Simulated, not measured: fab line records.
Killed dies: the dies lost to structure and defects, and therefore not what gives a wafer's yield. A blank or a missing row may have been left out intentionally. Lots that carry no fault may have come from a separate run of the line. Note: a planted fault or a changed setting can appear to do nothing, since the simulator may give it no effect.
Matching of chambers | flow nandHarc | NHARC_A_CHANNEL_HOLE_D2_ETCH_44 on rieDiel-10: 4 sister chambers
The step etches the open film in CF4/O2, target depth 140 nm, overetch 14 nm, time 77 s. 18 wafers are shown with their chamber, then 9 later ones without.

EACH WAFER AND ITS CHAMBER
wafer  | chamber | showerheadPlenumPTorr (Torr) | drypumpMotorCurrentA (A) | rfVppV (V)
L076.1 | 0       | 1.35                         | 6.19                     | 197.7
L076.2 | 3       | 1.35                         | 6.09                     | 198.8
L076.3 | 2       | 1.39                         | 6.00                     | 198.6
L077.2 | 2       | 1.39                         | 6.01                     | 198.7
L077.3 | 0       | 1.35                         | 6.21                     | 197.4
L077.6 | 1       | 1.26                         | 6.07                     | 196.4
L081.1 | 3       | 1.35                         | 6.10                     | 198.8
L081.3 | 2       | 1.39                         | 6.00                     | 200.5
L081.4 | 1       | 1.25                         | 6.08                     | 195.7
L086.1 | 2       | 1.39                         | 6.01                     | 200.4
L086.4 | 0       | 1.35                         | 6.22                     | 198.5
L086.5 | 0       | 1.35                         | 6.19                     | 198.9
L088.1 | 2       | 1.39                         | 5.99                     | 197.5
L088.4 | 0       | 1.35                         | 6.18                     | 198.2
L088.5 | 0       | 1.35                         | 6.20                     | 197.7
L091.1 | 1       | 1.25                         | 6.11                     | 196.1
L091.5 | 3       | 1.35                         | 6.12                     | 198.3
L091.6 | 2       | 1.39                         | 5.97                     | 201.6

SIGNATURES, as means of the wafers listed above
reading               | chamber 0 | chamber 1 | chamber 2 | chamber 3 | scatter within a chamber
showerheadPlenumPTorr | 1.3500    | 1.2533    | 1.3900    | 1.3500    | 0.00218
drypumpMotorCurrentA  | 6.1983    | 6.0867    | 5.9967    | 6.1033    | 0.0159
rfVppV                | 198.067   | 196.067   | 199.550   | 198.633   | 0.989
Rule: a wafer's distance from a chamber is the root of the sum, over the readings, of the square of ((its reading less the chamber's mean) divided by the reading's scatter). If the next closest chamber is less than 2 further off than the closest, the wafer can't be placed; otherwise it belongs to the closest. The scatter: take each reading less its chamber's mean, square it, sum over the shown wafers, divide by the number of wafers less the number of chambers, and take the root.

WAFERS MISSING THEIR CHAMBER
wafer  | showerheadPlenumPTorr (Torr) | drypumpMotorCurrentA (A) | rfVppV (V)
L095.1 | 1.25                         | 6.11                     | 196.5
L095.3 | 1.35                         | 6.10                     | 198.4
L095.4 | 1.39                         | 5.99                     | 198.6
L093.2 | 1.35                         | 6.12                     | 197.1
L093.4 | 1.35                         | 6.15                     | 198.2
L093.6 | 1.39                         | 5.99                     | 199.0
L096.1 | 1.39                         | 6.02                     | 200.2
L096.4 | 1.35                         | 6.22                     | 200.1
L096.6 | 1.39                         | 6.02                     | 200.8

WHICH CHAMBER EACH ONE RAN IN
wafer  | from the rows above     | in truth
L095.1 | 1                       | 1
L095.3 | 3                       | 3
L095.4 | 2                       | 2
L093.2 | 3                       | 3
L093.4 | can't be placed: 3 or 0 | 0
L093.6 | 2                       | 2
L096.1 | 2                       | 2
L096.4 | 0                       | 0
L096.6 | 2                       | 2
Correct placement for 8 of the 9. Can't be placed from these rows: 1 (the true chamber is among the candidates in 1). Wrongly placed: 0.
